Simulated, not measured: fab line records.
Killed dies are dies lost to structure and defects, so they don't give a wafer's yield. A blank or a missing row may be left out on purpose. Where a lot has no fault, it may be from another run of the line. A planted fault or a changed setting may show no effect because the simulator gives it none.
fab line records    flow n5-finfet
record: lots: 11  wafers: 33  last-day: 16
route steps=1938 shown BEOL_M10@1523 BEOL_M11@1554 PASSIVATION@1936
lots with no fault: from the same line, run without faults
start-h: hours from the record's first day to the start of the lot's first wafer shown    wait-h: hours from the lot's prior step to this one    " repeats the value in the row above    L1.1+2: one row covering several wafers at once    - no value, or no start given    * or withheld: withheld    < > ~ a bound
route shown NAME@n: names a module that has steps shown in the file, with the first one's number in the route    usual: mean and standard deviation over wafers with no fault    same: alike in all rows    chamber/n: place in a boat    sites: per-site readings    _std_site: the values' standard deviation    _edge_site: inner sites' mean taken away from outer sites' mean    radius-mm: for every site, how far away it sits from the centre of the wafer    mask NAME#n: copy n    behind: tool/chamber where the wafer was last shaped    hold: reason for holding the lot/hours on hold/outcome of the hold    device: the n, p or np transistor that did not switch    end of line: tests of these same wafers at the route's end    a step without rows: its recipe alone    killed: dies lost to structure and defects at the first sort, not the wafer's yield    map: a wafer's dies, marking killed ones x, the rest . and places with no die _
set.NAME: setting as actually run; set.NAME@STEP: the setting as run at that earlier step    model.NAME: the simulator's own value behind a step, which no gauge read
a sample of lots followed through the steps of the route, with each step as a table and each wafer as a row
services: a tool's chamber out of use, with start hour (start-h, from the record's first day; less than 0 if before it), hours out, and reason
== steps ==
step: N5_BEOL_M10_PRE_CLEAN_45
recipe: gas: H2/He  time-s: 30  temp-c: 250
usual: heater-power-w: 339/35  susceptor-temp-C: 250.00/0.18
same: time-s: 30
lot.wafer  tool            chamber  start-h  wait-h  heater-power-w  susceptor-temp-C
L630.3     pvd-sputter-01  -        225.96   0.0     385             250.13
L630.4     "               -        "        "       329             249.96
L630.5     "               -        "        "       323             249.93
L631.2     pvd-sputter-03  -        230.49   0.0     299             249.94
L631.4     "               -        "        "       312             249.91
L631.6     "               -        "        "       344             250.21
L638.1     pvd-sputter-01  -        263.45   0.0     339             249.90
L638.2     "               -        "        "       383             249.91
L638.4     "               -        "        "       369             249.70
L639.3     pvd-sputter-01  -        272.87   0.0     363             250.25
L639.5     "               -        "        "       288             250.01
L639.6     "               -        "        "       372             250.14
L640.2     pvd-sputter-02  -        281.60   0.0     395             250.12
L640.4     "               -        "        "       296             250.03
L640.6     "               -        "        "       370             249.62
L641.1     pvd-sputter-03  -        288.27   0.0     313             250.17
L641.2     "               -        "        "       376             250.15
L641.4     "               -        "        "       295             249.73
L642.2     pvd-sputter-03  -        295.97   0.0     310             250.02
L642.5     "               -        "        "       358             250.08
L642.6     "               -        "        "       384             249.90
L643.2     pvd-sputter-02  -        305.93   0.0     392             249.97
L643.3     "               -        "        "       368             249.93
L643.5     "               -        "        "       315             250.01
L645.1     pvd-sputter-02  -        306.09   0.0     364             249.93
L645.3     "               -        "        "       309             250.27
L645.6     "               -        "        "       301             250.18
L647.1     pvd-sputter-02  -        329.13   0.0     323             250.00
L647.4     "               -        "        "       315             250.26
L647.6     "               -        "        "       384             250.11
L648.1     pvd-sputter-03  -        336.65   0.0     314             249.89
L648.4     "               -        "        "       361             249.80
L648.5     "               -        "        "       386             249.84
step: N5_BEOL_M10_SURFACE_TREAT_76
recipe: gas: Ar  time-s: *  ion-energy-ev: *  ion-current-ma-cm2: 0.5  pressure-mtorr: *  ar-flow-sccm: 30
usual: throttle-valve-pct: *
same: time-s: *
lot.wafer  tool            chamber  start-h  wait-h  throttle-valve-pct
L630.3     pvd-sputter-01  -        226.34   0.2     *
L630.4     "               -        "        "       *
L630.5     "               -        "        "       *
L631.2     pvd-sputter-03  -        230.85   0.2     *
L631.4     "               -        "        "       *
L631.6     "               -        "        "       *
L638.1     pvd-sputter-02  -        263.85   0.2     *
L638.2     "               -        "        "       *
L638.4     "               -        "        "       *
L639.3     pvd-sputter-01  -        273.47   0.2     *
L639.5     "               -        "        "       *
L639.6     "               -        "        "       *
L640.2     pvd-sputter-02  -        282.20   0.2     *
L640.4     "               -        "        "       *
L640.6     "               -        "        "       *
L641.1     pvd-sputter-01  -        288.92   0.2     *
L641.2     "               -        "        "       *
L641.4     "               -        "        "       *
L642.2     pvd-sputter-03  -        296.37   0.2     *
L642.5     "               -        "        "       *
L642.6     "               -        "        "       *
L643.2     pvd-sputter-01  -        306.28   0.2     *
L643.3     "               -        "        "       *
L643.5     "               -        "        "       *
L645.1     pvd-sputter-03  -        307.16   0.8     *
L645.3     "               -        "        "       *
L645.6     "               -        "        "       *
L647.1     pvd-sputter-01  -        329.51   0.2     *
L647.4     "               -        "        "       *
L647.6     "               -        "        "       *
L648.1     pvd-sputter-03  -        337.21   0.3     *
L648.4     "               -        "        "       *
L648.5     "               -        "        "       *
step: N5_BEOL_M10_SPUTTER_48
recipe: material: Cu  target-thk-a: 120  temp-c: -20  bias-v: 60  power-w: 26000  chamber-pressure-pa: 0.13  time-s: 2
usual: bias-v: 60.0/0.59  cathode-dc-power-W: 26000/4.6  chuck-sensor-temp-C: -15.8/0.41  susceptor-temp-C: -20.00/0.11  throttle-valve-pct: 29.9/1.4
same: time-s: 2
lot.wafer  tool            chamber  start-h  wait-h  bias-v  cathode-dc-power-W  chuck-sensor-temp-C  susceptor-temp-C  throttle-valve-pct
L630.3     pvd-sputter-02  -        226.53   0.1     60.5    26002               -15.9                -19.88            28.0
L630.4     "               -        "        "       60.7    26010               -16.2                -20.00            29.5
L630.5     "               -        "        "       59.7    25997               -15.7                -19.86            28.1
L631.2     pvd-sputter-03  -        231.09   0.1     59.8    25997               -16.2                -19.98            27.8
L631.4     "               -        "        "       61.2    26001               -15.6                -19.86            32.4
L631.6     "               -        "        "       59.9    26003               -15.0                -20.02            29.8
L638.1     pvd-sputter-01  -        264.29   0.3     60.5    25996               -16.0                -20.06            28.4
L638.2     "               -        "        "       60.5    25997               -15.5                -20.04            30.9
L638.4     "               -        "        "       60.1    26004               -15.9                -19.67            29.3
L639.3     pvd-sputter-01  -        273.85   0.1     60.5    25995               -15.8                -20.16            29.0
L639.5     "               -        "        "       59.1    25998               -16.3                -20.00            28.1
L639.6     "               -        "        "       59.9    25993               -15.5                -19.85            31.1
L640.2     pvd-sputter-03  -        282.39   0.1     59.3    25996               -15.0                -20.13            29.8
L640.4     "               -        "        "       59.3    25998               -16.2                -20.09            28.4
L640.6     "               -        "        "       59.3    26002               -15.9                -19.96            31.5
L641.1     pvd-sputter-03  -        289.23   0.2     59.9    26002               -16.0                -20.05            31.4
L641.2     "               -        "        "       60.6    25999               -15.1                -20.01            29.8
L641.4     "               -        "        "       60.5    26000               -16.4                -19.95            27.8
L642.2     pvd-sputter-03  -        296.61   0.1     60.7    25997               -16.2                -20.22            31.5
L642.5     "               -        "        "       60.8    26000               -15.6                -20.01            32.3
L642.6     "               -        "        "       60.7    26001               -15.9                -19.93            27.9
L643.2     pvd-sputter-03  -        307.20   0.6     60.3    26001               -16.2                -20.06            28.0
L643.3     "               -        "        "       59.8    25997               -15.6                -19.93            32.4
L643.5     "               -        "        "       60.5    25997               -15.1                -20.10            29.9
L645.1     pvd-sputter-03  -        307.40   0.1     60.9    25995               -15.8                -20.03            32.3
L645.3     "               -        "        "       59.9    26002               -16.4                -19.95            28.3
L645.6     "               -        "        "       59.7    25999               -16.2                -19.97            27.9
L647.1     pvd-sputter-01  -        329.99   0.2     59.9    25996               -16.3                -19.98            28.2
L647.4     "               -        "        "       59.9    25996               -15.5                -19.81            31.1
L647.6     "               -        "        "       59.6    26000               -16.3                -20.01            28.3
L648.1     pvd-sputter-01  -        338.46   1.1     60.0    26002               -15.5                -20.06            31.1
L648.4     "               -        "        "       60.5    25999               -16.0                -20.14            30.3
L648.5     "               -        "        "       60.4    25999               -15.8                -20.00            29.1
step: N5_BEOL_M11_ETCH_62
recipe: chemistry: N2/H2  target: SOC  target-depth-a: 1100  overetch-a: 220  mask-material: SiARC  temp-c: 40  time-s: 165  ion-energy-ev: 200  pressure-mtorr: 30  source-w: 840  bias-w: 150  n2-flow-sccm: 200  h2-flow-sccm: 200
usual: bias-w: 150.1/0.45  drypump-motor-current-A: 5.6/0.59  oes-product-au: 0.67/0.076  rf-vpp-V: 524/3.2  showerhead-plenum-p-Torr: 2.53/0.11  throttle-valve-pct: 17.76/0.19
same: time-s: 165
lot.wafer  tool         chamber  start-h  wait-h  bias-w  drypump-motor-current-A  oes-product-au  rf-hours-counter-h  rf-vpp-V  showerhead-plenum-p-Torr  throttle-valve-pct
L630.3     rie-diel-05  1        230.56   0.0     150.6   6.0                      0.80            8                   522       2.51                      17.93
L630.4     "            0        "        "       151.0   4.7                      0.72            55                  522       2.47                      17.57
L630.5     "            2        "        "       149.5   6.2                      0.60            -                   520       2.42                      17.93
L631.2     rie-diel-03  1        234.67   0.0     150.4   5.5                      0.61            189                 527       2.63                      17.72
L631.4     "            3        "        "       150.0   5.2                      0.64            139                 519       2.35                      17.68
L631.6     "            2        "        "       150.1   5.2                      0.63            -                   526       2.64                      17.69
L638.1     rie-diel-03  1        269.13   0.0     149.9   5.4                      0.61            203                 526       2.62                      17.75
L638.2     "            3        "        "       149.5   5.2                      0.64            152                 517       2.34                      17.70
L638.4     "            1        "        "       149.9   5.4                      0.61            -                   527       2.62                      17.73
L639.3     rie-diel-03  2        278.04   0.0     157.6   5.2                      0.61            178                 544       2.63                      17.72
L639.5     "            1        "        "       157.8   5.5                      0.61            -                   543       2.62                      17.76
L639.6     "            2        "        "       157.7   5.2                      0.62            -                   544       2.63                      17.72
L640.2     rie-diel-03  0        285.78   0.0     157.6   5.4                      0.83            2                   541       2.60                      17.49
L640.4     "            1        "        "       157.1   5.5                      0.61            209                 542       2.62                      17.76
L640.6     "            1        "        "       157.6   5.4                      0.61            -                   543       2.62                      17.77
L641.1     rie-diel-01  3        293.07   0.0     150.6   4.9                      0.75            33                  525       2.60                      17.48
L641.2     "            0        "        "       150.8   6.0                      0.78            24                  526       2.60                      17.69
L641.4     "            2        "        "       150.7   6.4                      0.61            213                 528       2.63                      18.33
L642.2     rie-diel-05  0        301.73   0.0     150.2   4.7                      0.70            76                  521       2.46                      17.61
L642.5     "            3        "        "       149.9   6.8                      0.62            -                   518       2.43                      17.90
L642.6     "            2        "        "       149.8   6.2                      0.58            -                   521       2.41                      17.94
L643.2     rie-diel-05  0        310.29   0.0     150.0   4.7                      0.69            79                  522       2.46                      17.62
L643.3     "            3        "        "       149.9   6.8                      0.62            186                 519       2.43                      17.90
L643.5     "            2        "        "       149.4   6.2                      0.59            -                   520       2.41                      17.95
L645.1     rie-diel-01  2        310.46   0.0     149.9   6.4                      0.61            218                 525       2.62                      18.32
L645.3     "            0        "        "       150.7   6.0                      0.77            29                  526       2.60                      17.71
L645.6     "            1        "        "       149.8   5.8                      0.71            -                   527       2.68                      17.58
L647.1     rie-diel-05  0        333.56   0.0     149.7   4.7                      0.68            86                  521       2.46                      17.63
L647.4     "            3        "        "       149.9   6.8                      0.62            193                 521       2.43                      17.91
L647.6     "            3        "        "       149.8   6.8                      0.62            -                   520       2.43                      17.91
L648.1     rie-diel-05  0        342.25   0.0     150.2   4.7                      0.68            88                  522       2.46                      17.62
L648.4     "            1        "        "       150.8   6.0                      0.73            41                  521       2.49                      17.98
L648.5     "            2        "        "       149.9   6.2                      0.58            -                   520       2.41                      17.98
step: N5_PASSIVATION_PROBE_49
usual: defect-limited-yield: 91.1/1.3  killed_at_M0_to_M3: 36/10  killed_at_M4_up: 14/4.4  killed-at-contacts: 14/5.7  killed-at-front-end: 39/9.4  killed-at-other: 2.9/2.6  killed-dies: 105/15  killed-open: 70/12  killed-short: 34/7.1  sort_bin_5_function: 5.3/0.77  sort_bin_6_memory: 3.3/0.66  sort-n-pass: 1075/15  sort-yield-pct: 91.1/1.3
same: gross-dies: 1180  killed-at-back-side: 0  sort_bin_4_leakage[%]: 0  sort_bin_8_speed[%]: 0
lot.wafer  tool       chamber  start-h  wait-h  defect-limited-yield[%]  killed_at_M0_to_M3  killed_at_M4_up  killed-at-contacts  killed-at-front-end  killed-at-other  killed-dies  killed-open  killed-short  sort_bin_5_function[%]  sort_bin_6_memory[%]  sort-n-pass  sort-yield-pct[%]
L639.3     prober-02  -        318.61   0.1     91.5                     40                  13               9                   37                   1                100          74           26            5.8                     2.5                   1080         91.5
L639.5     prober-02  -        318.71   0.2     91.4                     44                  13               11                  33                   1                102          65           35            5.3                     3.1                   1078         91.4
L639.6     prober-02  -        318.76   0.3     90.6                     40                  18               14                  38                   1                111          83           26            5.3                     3.8                   1069         90.6
L640.2     prober-02  -        323.93   0.1     94.4                     20                  9                15                  21                   1                66           47           16            3.4                     2.1                   1114         94.4
L640.4     prober-02  -        324.03   0.2     92.7                     27                  14               7                   26                   12               86           54           31            4.2                     2.8                   1094         92.7
L640.6     prober-02  -        324.13   0.3     93.8                     18                  10               17                  23                   5                73           44           29            3.8                     2.0                   1107         93.8
L645.1     prober-02  -        351.94   0.0     92.0                     35                  9                10                  40                   0                94           60           34            4.5                     3.2                   1086         92.0
L645.3     prober-02  -        352.04   0.1     92.1                     27                  13               14                  37                   2                93           63           30            4.7                     3.2                   1087         92.1
L645.6     prober-02  -        352.19   0.3     90.3                     48                  11               21                  33                   2                115          83           31            6.0                     3.4                   1065         90.3
killed by level:class
L639.3 BEOL_M1:geometric-particle:open=16 STI_FIN_REVEAL:geometric-particle:open=11 BEOL_M4:geometric-particle:open=8 MOL_CONTACT_COAG:geometric-particle:open=7 BEOL_M0_SAQP:geometric-particle:open=7 BEOL_M2:geometric-particle:open=7 FIN_SAQP:geometric-particle:short=5 DUMMY_GATE:geometric-particle:open=5
L639.5 BEOL_M0_SAQP:geometric-particle:open=11 BEOL_M0_SAQP:geometric-particle:short=10 BEOL_M1:geometric-particle:open=10 STI_FIN_REVEAL:geometric-particle:open=9 MOL_CONTACT_COAG:geometric-particle:open=8 STARTING-WAFER:geometric-particle:short=6 BEOL_M2:geometric-particle:open=6 GATE_CUT:geometric-particle:short=4
L639.6 BEOL_M2:geometric-particle:open=16 MOL_CONTACT_COAG:geometric-particle:open=13 BEOL_M4:geometric-particle:open=9 STI_FIN_REVEAL:geometric-particle:open=8 GATE_CUT:geometric-particle:short=7 FIN_SAQP:geometric-particle:open=6 BEOL_M0_SAQP:geometric-particle:open=6 BEOL_M1:geometric-particle:open=6
L640.2 MOL_CONTACT_COAG:geometric-particle:open=12 BEOL_M3:geometric-particle:open=6 STI_FIN_REVEAL:geometric-particle:open=5 BEOL_M1:geometric-particle:open=5 DUMMY_GATE:geometric-particle:open=4 BEOL_M0_SAQP:geometric-particle:short=4 MOL_CONTACT_COAG:geometric-particle:short=3 BEOL_M1:geometric-particle:short=3
L640.4 BEOL_M0_SAQP:geometric-particle:open=8 MOL_CONTACT_COAG:geometric-particle:open=7 FIN_SAQP:geometric-particle:open=4 DUMMY_GATE:geometric-particle:open=4 BEOL_M4:geometric-particle:short=4 BEOL_M0_SAQP:geometric-particle:short=4 BEOL_M1:geometric-particle:open=4 BEOL_M5:geometric-particle:open=4
L640.6 MOL_CONTACT_COAG:geometric-particle:open=12 BEOL_M3:geometric-particle:open=7 MOL_CONTACT_COAG:geometric-particle:short=5 FIN_SAQP:geometric-particle:short=4 ILD0:geometric-particle:short=4 BEOL_M0_SAQP:geometric-particle:short=4 BEOL_M5:geometric-particle:open=4 STARTING-WAFER:geometric-particle:open=4
L645.1 BEOL_M2:geometric-particle:open=9 FIN_SAQP:geometric-particle:short=8 STI_FIN_REVEAL:geometric-particle:open=7 FIN_SAQP:geometric-particle:open=5 DUMMY_GATE:geometric-particle:open=5 MOL_CONTACT_COAG:geometric-particle:short=5 MOL_CONTACT_COAG:geometric-particle:open=5 BEOL_M0_SAQP:geometric-particle:open=5
L645.3 STI_FIN_REVEAL:geometric-particle:open=12 MOL_CONTACT_COAG:geometric-particle:open=12 BEOL_M1:geometric-particle:open=10 FIN_SAQP:geometric-particle:short=5 GATE_CUT:geometric-particle:short=5 FIN_SAQP:geometric-particle:open=4 BEOL_M6:geometric-particle:open=4 BEOL_M2:geometric-particle:open=4
L645.6 MOL_CONTACT_COAG:geometric-particle:open=20 BEOL_M1:geometric-particle:open=12 BEOL_M0_SAQP:geometric-particle:open=9 BEOL_M3:geometric-particle:open=9 FIN_SAQP:geometric-particle:open=7 BEOL_M0_SAQP:geometric-particle:short=7 FIN_SAQP:geometric-particle:short=6 STI_FIN_REVEAL:geometric-particle:open=4
== services ==
tool         chamber  start-h  hours  kind
rie-diel-01  -        202.49   2.8    pm
rie-diel-01  2        247.19   13.3   repair
rie-diel-03  2        251.67   11.3   repair
rie-diel-03  0        263.00   -      clean
rie-diel-03  0        263.00   -      consumable-replace:focus-ring
rie-diel-03  0        263.00   18.7   scheduled-down
rie-diel-03  0        263.00   18.7   vent-cycle
rie-diel-01  2        276.08   10.4   repair
rie-diel-03  1        291.76   7.9    repair
== key ==
first-sign: step: N5_BEOL_M11_ETCH_62  reading: bias-w  direction: up  sigmas: 17  usual: *  struck: *
effect: step: N5_BEOL_M11_ETCH_62  reading: rf-vpp-V  direction: up  sigmas: 6  usual: 524  struck: 543
met-at N5_BEOL_M11_ETCH_62
struck-lots L639,L640
not-acting-at N5_BEOL_M10_PRE_CLEAN_45,N5_BEOL_M10_SURFACE_TREAT_76,N5_BEOL_M10_SPUTTER_48
onset-between 269.13 278.04
fault: kind: process-parameter-drift  tool: rie-diel-03  chamber: -  onset-h: 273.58  steps: N5_BEOL_M11_ETCH_62  channel: bias-w  offset: *  shape: step  end-h: 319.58  acts-in: *  stated: *
